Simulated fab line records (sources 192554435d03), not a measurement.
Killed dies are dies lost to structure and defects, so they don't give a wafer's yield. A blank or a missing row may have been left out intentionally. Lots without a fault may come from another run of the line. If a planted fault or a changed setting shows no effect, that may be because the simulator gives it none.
Split-lot study / flow n5 finfet / route with 1938 steps; 7 lots, 21 wafers read

ON THE SPLIT
At N5_BEOL_M7_COAT_71 (time 60 s, resist thk 5 nm), the setting spin rpm was moved away from the recipe's 1500 rpm on 7 of the 21 wafers read, by -10.2% to +9.6%. All remaining wafers had this setting at the recipe value.

FROM THE SPLIT TO THE READING: what the file shows between them, 7 steps
- N5_BEOL_M7_COAT_22: resist thk 30 nm (also split here: spin rpm)
- N5_BEOL_M7_EBR_24
- N5_BEOL_M7_SOFTBAKE_23: time 60 s
- N5_BEOL_M7_EXPOSE_25: exposes mask V6, target cd 40 nm
- N5_BEOL_M7_PEB_26: peb time 60 s
- N5_BEOL_M7_DEVELOP_27: develop time 30 s
- N5_BEOL_M7_DESCUM_33: chemistry O2, time 7 s

THE READING
etch.depth nm (the simulator's own value, which no gauge read), in nm, at N5_BEOL_M7_ETCH_72 (etches underlayer in N2/H2, target depth 6.5 nm, time 5.2 s). The file does not state a usual value for it. Across the 14 wafers here that went through the recipe, the average is 5.002 nm and the standard deviation 0.012 nm.

wafer=L077.1; tool, chamber at the split=litho track-04, 0; spin rpm as run, rpm=1500; against the recipe=recipe; etch.depth nm, nm=4.99; against lot-mates on the recipe=-
wafer=L077.5; tool, chamber at the split=litho track-04, 0; spin rpm as run, rpm=1500; against the recipe=recipe; etch.depth nm, nm=4.987; against lot-mates on the recipe=-
wafer=L077.6; tool, chamber at the split=litho track-04, 0; spin rpm as run, rpm=1436; against the recipe=-4.3%; etch.depth nm, nm=5.11; against lot-mates on the recipe=+0.122
wafer=L084.2; tool, chamber at the split=litho track-03, 0; spin rpm as run, rpm=1500; against the recipe=recipe; etch.depth nm, nm=5.018; against lot-mates on the recipe=-
wafer=L084.5; tool, chamber at the split=litho track-03, 0; spin rpm as run, rpm=1500; against the recipe=recipe; etch.depth nm, nm=5.012; against lot-mates on the recipe=-
wafer=L084.6; tool, chamber at the split=litho track-03, 0; spin rpm as run, rpm=1347; against the recipe=-10.2%; etch.depth nm, nm=5.274; against lot-mates on the recipe=+0.259
wafer=L086.2; tool, chamber at the split=litho track-04, 0; spin rpm as run, rpm=1500; against the recipe=recipe; etch.depth nm, nm=5.003; against lot-mates on the recipe=-
wafer=L086.5; tool, chamber at the split=litho track-04, 0; spin rpm as run, rpm=1500; against the recipe=recipe; etch.depth nm, nm=4.991; against lot-mates on the recipe=-
wafer=L086.6; tool, chamber at the split=litho track-04, 0; spin rpm as run, rpm=1500; against the recipe=recipe; etch.depth nm, nm=5.008; against lot-mates on the recipe=-
wafer=L087.1; tool, chamber at the split=litho track-03, 0; spin rpm as run, rpm=1404; against the recipe=-6.4%; etch.depth nm, nm=5.17; against lot-mates on the recipe=+0.159
wafer=L087.3; tool, chamber at the split=litho track-03, 0; spin rpm as run, rpm=1500; against the recipe=recipe; etch.depth nm, nm=5.016; against lot-mates on the recipe=-
wafer=L087.4; tool, chamber at the split=litho track-03, 0; spin rpm as run, rpm=1500; against the recipe=recipe; etch.depth nm, nm=5.005; against lot-mates on the recipe=-
wafer=L090.1; tool, chamber at the split=litho track-03, 0; spin rpm as run, rpm=1644; against the recipe=+9.6%; etch.depth nm, nm=4.768; against lot-mates on the recipe=-0.233
wafer=L090.3; tool, chamber at the split=litho track-03, 0; spin rpm as run, rpm=1644; against the recipe=+9.6%; etch.depth nm, nm=4.778; against lot-mates on the recipe=-0.223
wafer=L090.4; tool, chamber at the split=litho track-03, 0; spin rpm as run, rpm=1500; against the recipe=recipe; etch.depth nm, nm=5.001; against lot-mates on the recipe=-
wafer=L094.2; tool, chamber at the split=litho track-03, 0; spin rpm as run, rpm=1500; against the recipe=recipe; etch.depth nm, nm=5.006; against lot-mates on the recipe=-
wafer=L094.4; tool, chamber at the split=litho track-03, 0; spin rpm as run, rpm=1500; against the recipe=recipe; etch.depth nm, nm=5.008; against lot-mates on the recipe=-
wafer=L094.5; tool, chamber at the split=litho track-03, 0; spin rpm as run, rpm=1500; against the recipe=recipe; etch.depth nm, nm=5.01; against lot-mates on the recipe=-
wafer=L096.2; tool, chamber at the split=litho track-03, 0; spin rpm as run, rpm=1561; against the recipe=+4.1%; etch.depth nm, nm=4.908; against lot-mates on the recipe=-0.068
wafer=L096.5; tool, chamber at the split=litho track-03, 0; spin rpm as run, rpm=1561; against the recipe=+4.1%; etch.depth nm, nm=4.908; against lot-mates on the recipe=-0.068
wafer=L096.6; tool, chamber at the split=litho track-03, 0; spin rpm as run, rpm=1500; against the recipe=recipe; etch.depth nm, nm=4.976; against lot-mates on the recipe=-

FIT RESULTS
A straight line over all 21 wafers: etch.depth nm changes by -0.0249 nm for each +1% of spin rpm; r = -0.99; the points scatter about the line by 0.011 nm.
The same after taking each lot's own level away (the mean of its wafers on the recipe; 21 wafers): -0.024 nm for each +1%; r = -1.00; scatter 0.011 nm.
According to that fit, moving spin rpm by its largest amount changes the reading by 0.25 nm.
From 4.9760 to 5.0150 nm: that is the span of the lots' own levels, equal to 3.4 times the standard deviation above.
The two slopes are in agreement: the lot-to-lot level therefore moves the slope only a little.
Check: with one of the wafers moved furthest among these (-10.2%) left out of the fit, the line predicts +0.245 nm for it against its lot-mates. Against them it came out at +0.259 nm.

THESE WAFERS: OTHER SPLITS
Other splits were also applied to these wafers ahead of the reading. Each is held against what the fit with the lots' levels taken away leaves over:
other split on the same wafers=N5_BEOL_M1_EXPOSE_08 dose mj; wafers away from the commonest value=7; r with etch.depth nm (lot level and that fit taken away)=-0.55
other split on the same wafers=N5_BEOL_M3_ETCH_70 time s; wafers away from the commonest value=9; r with etch.depth nm (lot level and that fit taken away)=+0.13
other split on the same wafers=N5_BEOL_M4_TRENCH_ETCH_37 source w; wafers away from the commonest value=8; r with etch.depth nm (lot level and that fit taken away)=-0.23
other split on the same wafers=N5_BEOL_M5_COAT_71 spin rpm; wafers away from the commonest value=8; r with etch.depth nm (lot level and that fit taken away)=+0.34
other split on the same wafers=N5_BEOL_M6_COAT_63 spin rpm; wafers away from the commonest value=5; r with etch.depth nm (lot level and that fit taken away)=-0.01
other split on the same wafers=N5_BEOL_M6_COAT_22 spin rpm; wafers away from the commonest value=6; r with etch.depth nm (lot level and that fit taken away)=+0.29
other split on the same wafers=N5_BEOL_M7_COAT_22 spin rpm; wafers away from the commonest value=8; r with etch.depth nm (lot level and that fit taken away)=-0.18

THE FILE'S OWN FIT
etch.depth nm changes by -0.0245 nm for each +1% of spin rpm, r = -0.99.
